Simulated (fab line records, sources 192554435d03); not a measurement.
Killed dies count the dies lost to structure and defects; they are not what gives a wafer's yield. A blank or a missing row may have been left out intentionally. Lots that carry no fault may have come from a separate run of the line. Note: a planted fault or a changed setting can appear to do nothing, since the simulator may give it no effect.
Matching of chambers ; flow n5-finfet ; rie-diel-02 running N5_BEOL_M2_DESCUM_16: 4 sister chambers
The step chemistry O2, time 7 s. 22 wafers are shown with their chamber, then 11 later ones without.

## WAFERS, EACH WITH ITS CHAMBER
wafer;chamber;showerhead-plenum-p-Torr (Torr);drypump-motor-current-A (A);throttle-valve-pct (%)
L074.1;0;2.01;6.1;20.25
L074.3;3;2.19;5.1;20.94
L074.5;2;1.99;5.3;20.91
L081.1;1;2.11;5.2;20.54
L081.2;0;2.00;6.1;20.25
L081.6;3;2.19;5.1;20.96
L083.2;1;2.11;5.2;20.54
L083.4;3;2.18;5.1;20.99
L083.6;0;2.00;6.1;20.30
L084.2;0;2.00;6.1;20.29
L084.5;2;1.99;5.3;20.93
L084.6;1;2.10;5.2;20.54
L087.2;0;2.00;6.1;20.31
L087.3;1;2.10;5.2;20.56
L087.6;3;2.18;5.1;20.98
L088.2;0;2.00;6.2;20.30
L088.3;3;2.18;5.1;21.00
L088.4;2;1.99;5.3;20.94
L089.1;1;2.10;5.3;20.56
L089.4;0;2.00;6.2;20.29
L089.6;1;2.10;5.2;20.56
L090.3;0;2.00;6.1;20.31

SIGNATURES (means of the wafers above)
reading;chamber 0;chamber 1;chamber 2;chamber 3;scatter within a chamber
showerhead-plenum-p-Torr;2.0012;2.1033;1.9900;2.1840;0.00435
drypump-motor-current-A;6.125;5.217;5.300;5.100;0.036
throttle-valve-pct;20.2875;20.5500;20.9267;20.9740;0.0205
Rule: a wafer's distance from a chamber is the root of the sum, over the readings, of the square of ((its reading less the chamber's mean) divided by the reading's scatter). If the next closest chamber is less than 2 further off than the closest, the wafer can't be placed; otherwise it belongs to the closest. How the scatter is found: for the shown wafers, subtract from each reading the mean of its chamber, square and add these, divide the total by (wafers less chambers), then take the root.

## WAFERS WITHOUT THEIR CHAMBER
wafer;showerhead-plenum-p-Torr (Torr);drypump-motor-current-A (A);throttle-valve-pct (%)
L090.4;2.10;5.3;20.55
L090.6;2.00;6.1;20.30
L092.3;2.00;6.1;20.30
L092.5;1.98;5.3;20.95
L092.6;2.10;5.2;20.57
L093.2;2.10;5.2;20.57
L093.3;1.98;5.3;20.95
L093.4;2.18;5.1;21.00
L097.3;2.10;5.2;20.57
L097.4;2.17;5.1;21.04
L097.5;1.98;5.3;20.99

## EACH ONE'S CHAMBER
wafer;from the rows above;in truth
L090.4;1;1
L090.6;0;0
L092.3;0;0
L092.5;2;2
L092.6;1;1
L093.2;1;1
L093.3;2;2
L093.4;3;3
L097.3;1;1
L097.4;3;3
L097.5;2;2
Correct placement for 11 of the 11. Can't be placed from these rows: 0. Placed wrongly: 0.
